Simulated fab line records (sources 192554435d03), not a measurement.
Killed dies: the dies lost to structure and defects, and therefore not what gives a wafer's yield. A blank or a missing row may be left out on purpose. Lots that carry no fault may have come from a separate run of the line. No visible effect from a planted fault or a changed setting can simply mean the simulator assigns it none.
Lot-split experiment || flow n5_finfet || 21 wafers read from 7 lots, route of 1938 steps

THE SPLIT
At N5_BEOL_M12_DEP_53 (deposits SiCN from 3MS/NH3, target thk 30 nm, time 10.5 s), the setting time_s was moved away from the recipe's 10.5 s on 7 of the 21 wafers read, by -11.1% to +4.5%. The other wafers ran this setting at the recipe's value.

The split's own step is where the reading is taken.

THE READING
SiCN_of_BEOL_M12_DEP_53.thk_nm (the simulator's own value, which no gauge read), in nm, at N5_BEOL_M12_DEP_53 (deposits SiCN from 3MS/NH3, target thk 30 nm, time 10.5 s). There is no usual value for it anywhere in the file. Average 30.0 nm, standard deviation 0.43 nm, over the 14 wafers here run with the recipe.

{"wafer": "L075.1", "tool, chamber at the split": "pecvd-02, 2", "time_s as run, s": 10.5, "against the recipe": "recipe", "SiCN_of_BEOL_M12_DEP_53.thk_nm, nm": 29.6, "against lot-mates on the recipe": "-"}
{"wafer": "L075.5", "tool, chamber at the split": "pecvd-02, 0", "time_s as run, s": 9.333, "against the recipe": "-11.1%", "SiCN_of_BEOL_M12_DEP_53.thk_nm, nm": 26.8, "against lot-mates on the recipe": -2.8}
{"wafer": "L075.6", "tool, chamber at the split": "pecvd-02, 2", "time_s as run, s": 9.333, "against the recipe": "-11.1%", "SiCN_of_BEOL_M12_DEP_53.thk_nm, nm": 27, "against lot-mates on the recipe": -2.6}
{"wafer": "L077.3", "tool, chamber at the split": "pecvd-03, 1", "time_s as run, s": 10.5, "against the recipe": "recipe", "SiCN_of_BEOL_M12_DEP_53.thk_nm, nm": 29.4, "against lot-mates on the recipe": "-"}
{"wafer": "L077.5", "tool, chamber at the split": "pecvd-03, 0", "time_s as run, s": 10.5, "against the recipe": "recipe", "SiCN_of_BEOL_M12_DEP_53.thk_nm, nm": 29.6, "against lot-mates on the recipe": "-"}
{"wafer": "L077.6", "tool, chamber at the split": "pecvd-03, 1", "time_s as run, s": 9.584, "against the recipe": "-8.7%", "SiCN_of_BEOL_M12_DEP_53.thk_nm, nm": 27.2, "against lot-mates on the recipe": -2.3}
{"wafer": "L080.1", "tool, chamber at the split": "pecvd-03, 1", "time_s as run, s": 10.5, "against the recipe": "recipe", "SiCN_of_BEOL_M12_DEP_53.thk_nm, nm": 29.4, "against lot-mates on the recipe": "-"}
{"wafer": "L080.5", "tool, chamber at the split": "pecvd-03, 2", "time_s as run, s": 10.5, "against the recipe": "recipe", "SiCN_of_BEOL_M12_DEP_53.thk_nm, nm": 30.2, "against lot-mates on the recipe": "-"}
{"wafer": "L080.6", "tool, chamber at the split": "pecvd-03, 1", "time_s as run, s": 10.5, "against the recipe": "recipe", "SiCN_of_BEOL_M12_DEP_53.thk_nm, nm": 29.6, "against lot-mates on the recipe": "-"}
{"wafer": "L084.2", "tool, chamber at the split": "pecvd-01, 1", "time_s as run, s": 10.5, "against the recipe": "recipe", "SiCN_of_BEOL_M12_DEP_53.thk_nm, nm": 29.8, "against lot-mates on the recipe": "-"}
{"wafer": "L084.3", "tool, chamber at the split": "pecvd-01, 2", "time_s as run, s": 10.5, "against the recipe": "recipe", "SiCN_of_BEOL_M12_DEP_53.thk_nm, nm": 30, "against lot-mates on the recipe": "-"}
{"wafer": "L084.5", "tool, chamber at the split": "pecvd-01, 0", "time_s as run, s": 10.5, "against the recipe": "recipe", "SiCN_of_BEOL_M12_DEP_53.thk_nm, nm": 30.6, "against lot-mates on the recipe": "-"}
{"wafer": "L085.1", "tool, chamber at the split": "pecvd-02, 1", "time_s as run, s": 10.01, "against the recipe": "-4.7%", "SiCN_of_BEOL_M12_DEP_53.thk_nm, nm": 28.6, "against lot-mates on the recipe": -1.2}
{"wafer": "L085.2", "tool, chamber at the split": "pecvd-02, 0", "time_s as run, s": 10.5, "against the recipe": "recipe", "SiCN_of_BEOL_M12_DEP_53.thk_nm, nm": 29.8, "against lot-mates on the recipe": "-"}
{"wafer": "L085.6", "tool, chamber at the split": "pecvd-02, 2", "time_s as run, s": 10.01, "against the recipe": "-4.7%", "SiCN_of_BEOL_M12_DEP_53.thk_nm, nm": 29, "against lot-mates on the recipe": -0.8}
{"wafer": "L089.3", "tool, chamber at the split": "pecvd-02, 1", "time_s as run, s": 10.5, "against the recipe": "recipe", "SiCN_of_BEOL_M12_DEP_53.thk_nm, nm": 30.4, "against lot-mates on the recipe": "-"}
{"wafer": "L089.5", "tool, chamber at the split": "pecvd-02, 1,2", "time_s as run, s": 10.5, "against the recipe": "recipe", "SiCN_of_BEOL_M12_DEP_53.thk_nm, nm": 30.6, "against lot-mates on the recipe": "-"}
{"wafer": "L089.6", "tool, chamber at the split": "pecvd-02, 1,2", "time_s as run, s": 10.5, "against the recipe": "recipe", "SiCN_of_BEOL_M12_DEP_53.thk_nm, nm": 30.6, "against lot-mates on the recipe": "-"}
{"wafer": "L097.1", "tool, chamber at the split": "pecvd-02, 1", "time_s as run, s": 10.97, "against the recipe": "+4.5%", "SiCN_of_BEOL_M12_DEP_53.thk_nm, nm": 32.2, "against lot-mates on the recipe": "+2.2"}
{"wafer": "L097.2", "tool, chamber at the split": "pecvd-02, 2", "time_s as run, s": 10.5, "against the recipe": "recipe", "SiCN_of_BEOL_M12_DEP_53.thk_nm, nm": 30, "against lot-mates on the recipe": "-"}
{"wafer": "L097.6", "tool, chamber at the split": "pecvd-02, 2", "time_s as run, s": 10.97, "against the recipe": "+4.5%", "SiCN_of_BEOL_M12_DEP_53.thk_nm, nm": 31.8, "against lot-mates on the recipe": "+1.8"}
If several chambers appear in one row, that row covers several wafers at once and the file leaves open which wafer was in which chamber.

FIT RESULTS
A straight line over all 21 wafers: SiCN_of_BEOL_M12_DEP_53.thk_nm changes by +0.308 nm for each +1% of time_s; r = +0.95; the points scatter about the line by 0.44 nm.
The same after taking each lot's own level away (the mean of its wafers on the recipe; 21 wafers): +0.274 nm for each +1%; r = +0.96; scatter 0.33 nm.
The reading moves by 3.1 nm for the largest change in time_s, on that fit.
Across the lots, their own levels run from 29.50 to 30.53 nm, a range of 2.4 times the standard deviation given above.
In other words, the slope is changed by the lot-to-lot level; the two fits disagree.
Check: for one of the wafers moved furthest among these (-11.1%), held out of the fit, the line's prediction against its lot-mates is -2.96 nm. It came out at -2.8 nm against them.

ADDITIONAL SPLITS CARRIED BY THESE WAFERS
Before the reading, these wafers also passed through other splits. Each is held against what the fit with the lots' levels taken away leaves over:
{"other split on the same wafers": "N5_BEOL_M10_EXPOSE_25 dose_mj", "wafers away from the commonest value": 5, "r with SiCN_of_BEOL_M12_DEP_53.thk_nm (lot level and that fit taken away)": -0.17}
{"other split on the same wafers": "N5_BEOL_M11_COAT_59 spin_rpm", "wafers away from the commonest value": 8, "r with SiCN_of_BEOL_M12_DEP_53.thk_nm (lot level and that fit taken away)": "+0.05"}
{"other split on the same wafers": "N5_BEOL_M11_COAT_60 spin_rpm", "wafers away from the commonest value": 4, "r with SiCN_of_BEOL_M12_DEP_53.thk_nm (lot level and that fit taken away)": -0.09}
{"other split on the same wafers": "N5_BEOL_M11_ETCH_66 time_s", "wafers away from the commonest value": 6, "r with SiCN_of_BEOL_M12_DEP_53.thk_nm (lot level and that fit taken away)": "+0.06"}

THE FILE'S OWN FIT
SiCN_of_BEOL_M12_DEP_53.thk_nm changes by +0.264 nm for each +1% of time_s, r = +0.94.
